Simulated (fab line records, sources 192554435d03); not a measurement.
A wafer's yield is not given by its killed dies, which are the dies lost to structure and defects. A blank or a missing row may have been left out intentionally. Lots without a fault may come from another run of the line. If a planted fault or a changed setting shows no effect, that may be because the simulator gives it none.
Chamber matching :: flow n5_finfet :: N5_BEOL_M4_STRIP_66 on rie_diel-02 has 4 sister chambers
The step strips in CF4. 8 wafers are shown with their chamber, then 11 later ones without.

WAFERS WITH THEIR CHAMBER
wafer: L076.5
chamber: 3
showerhead_plenum_p_Torr (Torr): 1.72
rf_vpp_V (V): 269.6

wafer: L079.1
chamber: 3
showerhead_plenum_p_Torr (Torr): 1.72
rf_vpp_V (V): 270.2

wafer: L084.1
chamber: 2
showerhead_plenum_p_Torr (Torr): 1.87
rf_vpp_V (V): 272.3

wafer: L084.3
chamber: 0
showerhead_plenum_p_Torr (Torr): 1.71
rf_vpp_V (V): 269.6

wafer: L087.2
chamber: 0
showerhead_plenum_p_Torr (Torr): 1.70
rf_vpp_V (V): 270.2

wafer: L087.4
chamber: 1
showerhead_plenum_p_Torr (Torr): 1.85
rf_vpp_V (V): 273.0

wafer: L087.6
chamber: 1
showerhead_plenum_p_Torr (Torr): 1.85
rf_vpp_V (V): 272.8

wafer: L093.1
chamber: 2
showerhead_plenum_p_Torr (Torr): 1.86
rf_vpp_V (V): 272.4

WAFERS MISSING THEIR CHAMBER
wafer: L093.4
showerhead_plenum_p_Torr (Torr): 1.70
rf_vpp_V (V): 269.1

wafer: L093.5
showerhead_plenum_p_Torr (Torr): 1.86
rf_vpp_V (V): 272.5

wafer: L096.1
showerhead_plenum_p_Torr (Torr): 1.71
rf_vpp_V (V): 268.7

wafer: L096.2
showerhead_plenum_p_Torr (Torr): 1.70
rf_vpp_V (V): 269.1

wafer: L096.3
showerhead_plenum_p_Torr (Torr): 1.86
rf_vpp_V (V): 274.1

wafer: L096.4
showerhead_plenum_p_Torr (Torr): 1.84
rf_vpp_V (V): 271.5

wafer: L096.5
showerhead_plenum_p_Torr (Torr): 1.70
rf_vpp_V (V): 269.4

wafer: L096.6
showerhead_plenum_p_Torr (Torr): 1.71
rf_vpp_V (V): 270.7

wafer: L097.3
showerhead_plenum_p_Torr (Torr): 1.71
rf_vpp_V (V): 268.1

wafer: L097.4
showerhead_plenum_p_Torr (Torr): 1.84
rf_vpp_V (V): 272.3

wafer: L097.5
showerhead_plenum_p_Torr (Torr): 1.70
rf_vpp_V (V): 267.3

EACH ONE'S CHAMBER
wafer: L093.4
from the rows above: can't be placed: 0 or 3
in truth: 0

wafer: L093.5
from the rows above: can't be placed: 2 or 1
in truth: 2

wafer: L096.1
from the rows above: can't be placed: 0 or 3
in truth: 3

wafer: L096.2
from the rows above: can't be placed: 0 or 3
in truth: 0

wafer: L096.3
from the rows above: can't be placed: 1 or 2
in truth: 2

wafer: L096.4
from the rows above: can't be placed: 1 or 2
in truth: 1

wafer: L096.5
from the rows above: 0
in truth: 0

wafer: L096.6
from the rows above: can't be placed: 0 or 3
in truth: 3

wafer: L097.3
from the rows above: can't be placed: 0 or 3
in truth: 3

wafer: L097.4
from the rows above: 1
in truth: 1

wafer: L097.5
from the rows above: can't be placed: 0 or 3
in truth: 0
2 of 11 placed correctly. Can't be placed from these rows: 9 (the true chamber is among the candidates in 9). Placed wrongly: 0.
How it was worked out, from the rows above alone: a wafer's distance from a chamber is the root of the sum, over the readings, of the square of ((its reading less the chamber's mean) divided by the reading's scatter). The wafer belongs to the nearest chamber; if the next one is less than 2 further off, it can't be placed. Each chamber's mean is taken over the wafers shown for it. The scatter: take each reading less its chamber's mean, square it, sum over the shown wafers, divide by the number of wafers less the number of chambers, and take the root.
